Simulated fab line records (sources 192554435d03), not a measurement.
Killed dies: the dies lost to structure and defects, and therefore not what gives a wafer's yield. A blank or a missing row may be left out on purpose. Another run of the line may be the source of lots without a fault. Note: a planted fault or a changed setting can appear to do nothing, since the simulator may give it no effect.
Which of the tools did it? | flow n5-finfet | Sampling: 8 lots, 24 wafers, 4 of 1938 route steps

WHAT THE GAUGES SHOWED, per wafer
N5_SD_EPI_P_EPI_MEAS_23.
lot  | measured    | on            | thk-nm (nm)
L896 | day 4 18:22 | film-metro-02 | 60.3 60.3 59.4
L897 | day 4 21:46 | film-metro-02 | 61.3 59.3 61.7
L898 | day 5 05:02 | film-metro-01 | 61.3 60.8 61.9
L901 | day 6 03:32 | film-metro-01 | 60.5 61.9 61.7
L903 | day 6 13:55 | film-metro-02 | 61.6 61.3 58.4
L906 | day 7 03:40 | film-metro-01 | 44.1 43.2 45.2
L907 | day 7 11:32 | film-metro-01 | 42.6 46.6 44.6
L913 | day 8 22:33 | film-metro-02 | 60.4 62.2 61.3

WHICH TOOL RAN EACH LOT (tool, then ch and the chambers of the sampled wafers, then the start)
lot  | N5_SD_EPI_N_ETCH_35               | N5_SD_EPI_N_VAPOR_ETCH_50      | N5_SD_EPI_P_EPI_21
L896 | rie-diel-01 ch 0,2,3, day 4 10:34 | epi-rpcvd-01 ch 0, day 4 12:02 | epi-rpcvd-01 ch 0, day 4 16:32
L897 | rie-diel-05 ch 0,1,3, day 4 12:55 | epi-rpcvd-02 ch 0, day 4 14:45 | epi-rpcvd-01 ch 0, day 4 20:17
L898 | rie-diel-03 ch 0,2, day 4 19:05   | epi-rpcvd-02 ch 0, day 4 20:37 | epi-rpcvd-01 ch 0, day 5 02:07
L901 | rie-diel-03 ch 0,2, day 5 15:31   | epi-rpcvd-04 ch 0, day 5 17:31 | epi-rpcvd-01 ch 0, day 6 01:04
L903 | rie-diel-05 ch 1,2,3, day 6 03:04 | epi-rpcvd-04 ch 0, day 6 04:47 | epi-rpcvd-01 ch 0, day 6 11:00
L906 | rie-diel-01 ch 0,2, day 6 18:55   | epi-rpcvd-02 ch 0, day 6 20:22 | epi-rpcvd-01 ch 0, day 7 01:13
L907 | rie-diel-01 ch 1,3, day 7 02:52   | epi-rpcvd-02 ch 0, day 7 04:17 | epi-rpcvd-01 ch 0, day 7 09:05
L913 | rie-diel-01 ch 0,1, day 8 14:35   | epi-rpcvd-02 ch 0, day 8 16:02 | epi-rpcvd-02 ch 0, day 8 20:43
- N5_SD_EPI_N_ETCH_35: etches SOC in N2/H2, overetch 108 nm, time 486 s.
- N5_SD_EPI_N_VAPOR_ETCH_50: etches Si in HCl, time 54 s.
- N5_SD_EPI_P_EPI_21: deposits SiGe:B, time 355 s.

THE ANSWER, worked out from the rows above alone
Rule: the lots themselves supply what counts as usual. The widest of any qualifying gaps counts: lots, ordered by their means at a reading, are off when they make up no more than a third of the lots, leave a main group of 4 or more, and stand apart from it by 3 or more times the standard deviation of that group's means. The tables above print the reading to a certain number of digits; a main group whose means all agree to those digits is not used. A lot without any number at a reading at which 4 lots or more have one is off too. The other lots that the step has rows for count as sound.
Off: L906, L907 (N5_SD_EPI_P_EPI_MEAS_23, thk-nm). Mean 60.9 nm and standard deviation 0.52 in the main group.
A tool fits if, at a process step before that reading, it ran every lot that is off, and no sound lot after the first of them. Gauges at N5_SD_EPI_P_EPI_MEAS_23: tried the same way as those tools. Can't be told from this: 2 tools fit, epi-rpcvd-01 at N5_SD_EPI_P_EPI_21, film-metro-01 at N5_SD_EPI_P_EPI_MEAS_23.

WHAT THE SIMULATOR HAD PUT IN
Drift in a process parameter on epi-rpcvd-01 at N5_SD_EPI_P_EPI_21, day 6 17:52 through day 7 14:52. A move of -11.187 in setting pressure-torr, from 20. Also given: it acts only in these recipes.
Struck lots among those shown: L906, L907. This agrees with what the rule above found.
